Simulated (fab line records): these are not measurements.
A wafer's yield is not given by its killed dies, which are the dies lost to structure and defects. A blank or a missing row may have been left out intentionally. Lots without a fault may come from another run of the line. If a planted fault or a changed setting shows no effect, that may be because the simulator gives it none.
Split-lot experiment    flow n5Finfet    21 wafers read across 7 lots, on a route 1938 steps long

== SPLIT DETAILS ==
At N5_MOL_CONTACT_COAG_PECVD_31 (deposits SiO2 from TEOS/O2, target thk 46 nm, time 8.9 s), the setting tempC was moved away from the recipe's 400 C on 10 of the 21 wafers read, by -4.2% to +1.3%. This setting was run at the recipe's value on the other wafers.

== FROM THE SPLIT TO THE READING: what the file shows between them, 4 steps ==
- N5_MOL_CONTACT_COAG_COAT_75: time 60 s, resist thk 60 nm
- N5_MOL_CONTACT_COAG_COAT_76: time 60 s, resist thk 10 nm
- N5_MOL_CONTACT_COAG_ETCHBACK_135: etches SiO2 in CHF3, target depth 25 nm, time 16.7 s
- N5_MOL_CONTACT_COAG_STRIP_118: strips in CHF3

== THE READING ==
etch.depthNm (the simulator's own value, which no gauge read), in nm, at N5_MOL_CONTACT_COAG_VIA_ETCH_46 (etches SiO2 in C4F6/O2, target depth 46 nm, overetch 9.2 nm, time 40 s). The file does not state a usual value for it. Across the 11 wafers here that went through the recipe, the average is 46.68 nm and the standard deviation 0.76 nm.

wafer   tool, chamber at the split  tempC as run, C  against the recipe  etch.depthNm, nm  against lot-mates on the recipe
L076.2  pecvd-02, 0                 400              recipe              46.13             -
L076.4  pecvd-02, 0                 400              recipe              46.78             -
L076.6  pecvd-02, 2                 400              recipe              47.43             -
L077.1  pecvd-01, 0                 383.4            -4.2%               51.42             +5.54
L077.2  pecvd-01, 1                 383.4            -4.2%               50.3              +4.42
L077.3  pecvd-01, 2                 400              recipe              45.88             -
L080.2  pecvd-01, 0                 388.1            -3.0%               49.99             +2.27
L080.4  pecvd-01, 0                 400              recipe              47.48             -
L080.5  pecvd-01, 0                 400              recipe              47.97             -
L090.3  pecvd-02, 2                 392.2            -2.0%               48.27             no lot-mate on the recipe
L090.4  pecvd-02, 2                 392.2            -2.0%               48.66             no lot-mate on the recipe
L090.6  pecvd-02, 1                 392.2            -2.0%               47.7              no lot-mate on the recipe
L093.1  pecvd-02, 0                 400              recipe              46.15             -
L093.4  pecvd-02, 0                 400              recipe              47.33             -
L093.5  pecvd-02, 1                 400              recipe              45.42             -
L094.1  pecvd-02, 1                 387.3            -3.2%               47.57             +0.84
L094.3  pecvd-02, 2                 387.3            -3.2%               48.66             +1.93
L094.5  pecvd-02, 0                 400              recipe              46.73             -
L097.2  pecvd-02, 2                 405.2            +1.3%               44.87             -1.28
L097.3  pecvd-02, 0                 405.2            +1.3%               45.56             -0.59
L097.4  pecvd-02, 1                 400              recipe              46.15             -

THE FIT
A straight line over all 21 wafers: etch.depthNm changes by -0.876 nm for each +1% of tempC; r = -0.88; the points scatter about the line by 0.83 nm.
The same after taking each lot's own level away (the mean of its wafers on the recipe; 18 wafers): -0.89 nm for each +1%; r = -0.88; scatter 0.87 nm.
Per that fit: largest tempC move, reading shift of 3.7 nm.
From 45.880 to 47.725 nm: that is the span of the lots' own levels, equal to 2.4 times the standard deviation above.
The two slopes agree, so the slope changes little with the lot-to-lot level.
Check: for one of the wafers moved furthest among these (-4.2%), held out of the fit, the line's prediction against its lot-mates is +3.03 nm. It came out at +5.54 nm against them.

== FURTHER SPLITS ON THESE WAFERS ==
Note: prior to the reading, these wafers also went through further splits. Each is held against what the fit with the lots' levels taken away leaves over:
other split on the same wafers  wafers away from the commonest value  r with etch.depthNm (lot level and that fit taken away)
N5_GATE_CUT_EXPOSE_10 doseMj    10                                    +0.33
N5_GATE_CUT_DESCUM_18 timeS     6                                     -0.44
N5_GATE_CUT_CUT_ETCH_54 biasW   9                                     +0.01

== THE WHOLE CHAIN: every reading that the file lists as answering this split, in the file's order ==
step                             what it does                                                            reading                                                                                   change (the file's fit)                r (the file's)
N5_MOL_CONTACT_COAG_PECVD_31     deposits SiO2 from TEOS/O2, target thk 46 nm, time 8.9 s                SiO2_of_MOL_CONTACT_COAG_PECVD_31.thkNm (the simulator's own value, which no gauge read)  -0.884 nm for each +1% of the setting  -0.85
N5_MOL_CONTACT_COAG_VIA_ETCH_46  etches SiO2 in C4F6/O2, target depth 46 nm, overetch 9.2 nm, time 40 s  etch.depthNm (the simulator's own value, which no gauge read)                             -0.873 nm for each +1% of the setting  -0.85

== FILE'S OWN FIT ==
etch.depthNm changes by -0.873 nm for each +1% of tempC, r = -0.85.
